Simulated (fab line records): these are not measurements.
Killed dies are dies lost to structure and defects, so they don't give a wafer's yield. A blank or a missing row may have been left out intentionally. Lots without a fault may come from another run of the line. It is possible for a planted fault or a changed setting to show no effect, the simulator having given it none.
A sampling plan put to the test :: flow n5_finfet :: one fab line, 14 faults that these records tell of, each judged on the records of the lots that it struck; 1 more is left out, because the records don't allow judging it
The plan consists of the line's own looks: route steps at which the wafer is read by a gauge or an inspection but not changed. A look can be judged if struck wafers have a number there and the file gives its usual mean and standard deviation on fault-free wafers. Caught: 4 or more of those standard deviations (sigma) separate the usual mean from the mean of the struck wafers at a look after the fault's first step. On the tool: the identical test, applied to the tool's own readings at the steps of the fault. Another recipe on the struck wafers, or a record that is blank for them alone, also counts as caught.

THE FAULTS, as the simulator had put them in
1. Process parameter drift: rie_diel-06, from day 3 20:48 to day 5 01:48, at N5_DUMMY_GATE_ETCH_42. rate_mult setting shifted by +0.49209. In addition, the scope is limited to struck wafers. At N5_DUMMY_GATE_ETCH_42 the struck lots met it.
2. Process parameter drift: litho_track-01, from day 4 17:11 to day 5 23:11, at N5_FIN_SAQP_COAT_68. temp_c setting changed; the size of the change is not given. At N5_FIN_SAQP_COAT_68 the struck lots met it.
3. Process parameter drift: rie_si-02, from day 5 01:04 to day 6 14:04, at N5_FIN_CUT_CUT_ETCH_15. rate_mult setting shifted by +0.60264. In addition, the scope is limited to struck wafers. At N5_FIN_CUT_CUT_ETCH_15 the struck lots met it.
4. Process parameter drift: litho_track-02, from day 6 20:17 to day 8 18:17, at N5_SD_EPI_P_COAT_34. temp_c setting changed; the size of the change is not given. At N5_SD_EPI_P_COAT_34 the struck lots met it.
5. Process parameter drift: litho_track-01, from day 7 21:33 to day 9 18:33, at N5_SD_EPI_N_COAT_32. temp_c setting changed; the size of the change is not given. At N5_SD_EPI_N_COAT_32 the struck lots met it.
6. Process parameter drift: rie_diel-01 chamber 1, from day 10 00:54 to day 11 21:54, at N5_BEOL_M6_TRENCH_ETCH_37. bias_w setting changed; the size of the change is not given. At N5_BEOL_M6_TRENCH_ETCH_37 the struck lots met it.
7. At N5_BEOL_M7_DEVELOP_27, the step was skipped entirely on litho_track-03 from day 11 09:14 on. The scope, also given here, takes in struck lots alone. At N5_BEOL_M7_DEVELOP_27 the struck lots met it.
8. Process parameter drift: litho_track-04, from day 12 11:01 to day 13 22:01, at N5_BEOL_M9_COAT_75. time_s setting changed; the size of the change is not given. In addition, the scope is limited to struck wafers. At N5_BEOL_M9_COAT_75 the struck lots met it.
9. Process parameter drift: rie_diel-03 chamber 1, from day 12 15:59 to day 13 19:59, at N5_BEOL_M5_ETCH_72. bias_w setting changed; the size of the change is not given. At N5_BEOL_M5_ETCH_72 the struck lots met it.
10. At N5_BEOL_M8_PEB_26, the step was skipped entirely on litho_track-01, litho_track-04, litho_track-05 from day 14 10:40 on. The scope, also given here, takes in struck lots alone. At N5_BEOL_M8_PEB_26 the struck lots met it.
11. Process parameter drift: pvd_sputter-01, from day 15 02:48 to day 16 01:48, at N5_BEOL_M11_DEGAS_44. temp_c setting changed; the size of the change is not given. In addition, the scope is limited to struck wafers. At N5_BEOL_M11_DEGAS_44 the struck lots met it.
12. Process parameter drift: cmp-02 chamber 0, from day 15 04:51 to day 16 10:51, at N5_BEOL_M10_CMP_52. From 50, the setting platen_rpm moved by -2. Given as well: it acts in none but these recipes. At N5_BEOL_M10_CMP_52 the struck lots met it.
13. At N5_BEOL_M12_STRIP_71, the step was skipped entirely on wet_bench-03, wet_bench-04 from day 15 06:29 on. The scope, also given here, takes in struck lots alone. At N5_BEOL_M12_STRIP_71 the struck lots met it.
14. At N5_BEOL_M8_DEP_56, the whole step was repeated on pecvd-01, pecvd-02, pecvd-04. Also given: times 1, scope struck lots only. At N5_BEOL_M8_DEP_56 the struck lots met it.

WHAT THE PLAN SAW
fault: 1
on the tool itself: only faintly: oes_product_au +3.6 sigma
first look that catches it: not the one look that can be judged after it
reading, sigma: -
median hours from its first step to that look: -
hours from the fault's start to the first struck lot there: -
judged looks passed uncaught: 1

fault: 2
on the tool itself: plate_temp_C -21 sigma
first look that catches it: not the one look that can be judged after it
reading, sigma: -
median hours from its first step to that look: -
hours from the fault's start to the first struck lot there: -
judged looks passed uncaught: 1

fault: 3
on the tool itself: only faintly: oes_product_au +3.8 sigma
first look that catches it: not the one look that can be judged after it
reading, sigma: -
median hours from its first step to that look: -
hours from the fault's start to the first struck lot there: -
judged looks passed uncaught: 1

fault: 4
on the tool itself: plate_temp_C -25 sigma
first look that catches it: not the one look that can be judged after it
reading, sigma: -
median hours from its first step to that look: -
hours from the fault's start to the first struck lot there: -
judged looks passed uncaught: 1

fault: 5
on the tool itself: plate_temp_C -53 sigma
first look that catches it: not the one look that can be judged after it
reading, sigma: -
median hours from its first step to that look: -
hours from the fault's start to the first struck lot there: -
judged looks passed uncaught: 1

fault: 6
on the tool itself: bias_w -13 sigma
first look that catches it: not the one look that can be judged after it
reading, sigma: -
median hours from its first step to that look: -
hours from the fault's start to the first struck lot there: -
judged looks passed uncaught: 1

fault: 7
on the tool itself: the tool's record is blank for the struck wafers
first look that catches it: no look after it can be judged
reading, sigma: -
median hours from its first step to that look: -
hours from the fault's start to the first struck lot there: -
judged looks passed uncaught: 0

fault: 8
on the tool itself: run_length_s +79 sigma
first look that catches it: no look after it can be judged
reading, sigma: -
median hours from its first step to that look: -
hours from the fault's start to the first struck lot there: -
judged looks passed uncaught: 0

fault: 9
on the tool itself: bias_w -35 sigma
first look that catches it: not the one look that can be judged after it
reading, sigma: -
median hours from its first step to that look: -
hours from the fault's start to the first struck lot there: -
judged looks passed uncaught: 1

fault: 10
on the tool itself: the tool's record is blank for the struck wafers
first look that catches it: no look after it can be judged
reading, sigma: -
median hours from its first step to that look: -
hours from the fault's start to the first struck lot there: -
judged looks passed uncaught: 0

fault: 11
on the tool itself: susceptor_temp_C +70 sigma
first look that catches it: no look after it can be judged
reading, sigma: -
median hours from its first step to that look: -
hours from the fault's start to the first struck lot there: -
judged looks passed uncaught: 0

fault: 12
on the tool itself: platen_rpm -53 sigma
first look that catches it: not the one look that can be judged after it
reading, sigma: -
median hours from its first step to that look: -
hours from the fault's start to the first struck lot there: -
judged looks passed uncaught: 1

fault: 13
on the tool itself: the tool's record is blank for the struck wafers
first look that catches it: no look after it can be judged
reading, sigma: -
median hours from its first step to that look: -
hours from the fault's start to the first struck lot there: -
judged looks passed uncaught: 0

fault: 14
on the tool itself: under 2 sigma
first look that catches it: not the one look that can be judged after it
reading, sigma: -
median hours from its first step to that look: -
hours from the fault's start to the first struck lot there: -
judged looks passed uncaught: 1
Dash: fault not caught, or number not given in these records.

Caught at a look: 0 of 14. Caught on the tool: 11 of 14. By one or the other: 11 of 14.
Caught on the tool alone: faults 2, 4, 5, 6, 7, 8, 9, 10, 11, 12, 13.
Caught by neither: faults 1, 3, 14.
